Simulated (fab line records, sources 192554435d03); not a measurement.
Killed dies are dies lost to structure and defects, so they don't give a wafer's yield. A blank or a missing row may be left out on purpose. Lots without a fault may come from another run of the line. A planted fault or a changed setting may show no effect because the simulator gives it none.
Chamber matching | flow n5_finfet | N5_FIN_SAQP_PECVD_47 on pecvd-02: 3 sister chambers
The step deposits a-Si from SiH4/He, target thk 45 nm, time 36.3 s. 18 wafers are shown with their chamber, then 9 later ones without.

WAFERS WITH THEIR CHAMBER
wafer  | chamber | heater_power_w (W) | throttle_valve_pct (%) | showerhead_plenum_p_Torr (Torr)
L076.1 | 0       | 755                | 17.8                   | 5.74
L076.2 | 1       | 1012               | 18.7                   | 5.70
L076.5 | 0       | 788                | 18.3                   | 5.74
L081.2 | 2       | 800                | 18.0                   | 5.71
L081.3 | 1       | 901                | 18.7                   | 5.72
L081.4 | 0       | 832                | 17.8                   | 5.74
L082.1 | 1       | 1008               | 18.8                   | 5.71
L082.2 | 0       | 871                | 18.1                   | 5.73
L082.4 | 2       | 808                | 18.4                   | 5.72
L083.1 | 1       | 1051               | 19.2                   | 5.71
L083.2 | 0       | 825                | 17.9                   | 5.72
L083.5 | 2       | 740                | 18.3                   | 5.72
L085.3 | 2       | 714                | 18.4                   | 5.72
L085.5 | 2       | 739                | 18.2                   | 5.72
L085.6 | 1       | 1000               | 19.2                   | 5.72
L088.1 | 0       | 827                | 17.9                   | 5.73
L088.2 | 1       | 948                | 18.9                   | 5.71
L088.4 | 1       | 966                | 18.9                   | 5.71

SIGNATURES (means of the wafers above)
reading                  | chamber 0 | chamber 1 | chamber 2 | scatter within a chamber
heater_power_w           | 816.33    | 983.71    | 760.20    | 44.3
throttle_valve_pct       | 17.967    | 18.914    | 18.260    | 0.196
showerhead_plenum_p_Torr | 5.7333    | 5.7114    | 5.7180    | 0.00683
Rule: a wafer's distance from a chamber is the root of the sum, over the readings, of the square of ((its reading less the chamber's mean) divided by the reading's scatter). The wafer belongs to the nearest chamber; if the next one is less than 2 further off, it can't be placed. The scatter: the root of (the sum of the squares of (reading less its chamber's mean) over the shown wafers, divided by (wafers less chambers)).

WAFERS WITHOUT THEIR CHAMBER
wafer  | heater_power_w (W) | throttle_valve_pct (%) | showerhead_plenum_p_Torr (Torr)
L089.2 | 862                | 17.9                   | 5.71
L089.4 | 818                | 18.1                   | 5.71
L089.5 | 1028               | 18.9                   | 5.72
L091.1 | 1022               | 19.2                   | 5.70
L091.2 | 886                | 17.9                   | 5.74
L091.4 | 860                | 18.1                   | 5.74
L092.3 | 954                | 19.1                   | 5.71
L092.5 | 747                | 18.2                   | 5.71
L092.6 | 786                | 18.2                   | 5.74

WHICH CHAMBER EACH WENT THROUGH
wafer  | from the rows above     | in truth
L089.2 | can't be placed: 2 or 0 | 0
L089.4 | can't be placed: 2 or 0 | 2
L089.5 | 1                       | 1
L091.1 | 1                       | 1
L091.2 | 0                       | 0
L091.4 | 0                       | 0
L092.3 | 1                       | 1
L092.5 | 2                       | 2
L092.6 | can't be placed: 0 or 2 | 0
Placed correctly: 6 of 9. Can't be placed from these rows: 3 (the true chamber is among the candidates in 3). Placed wrongly: 0.
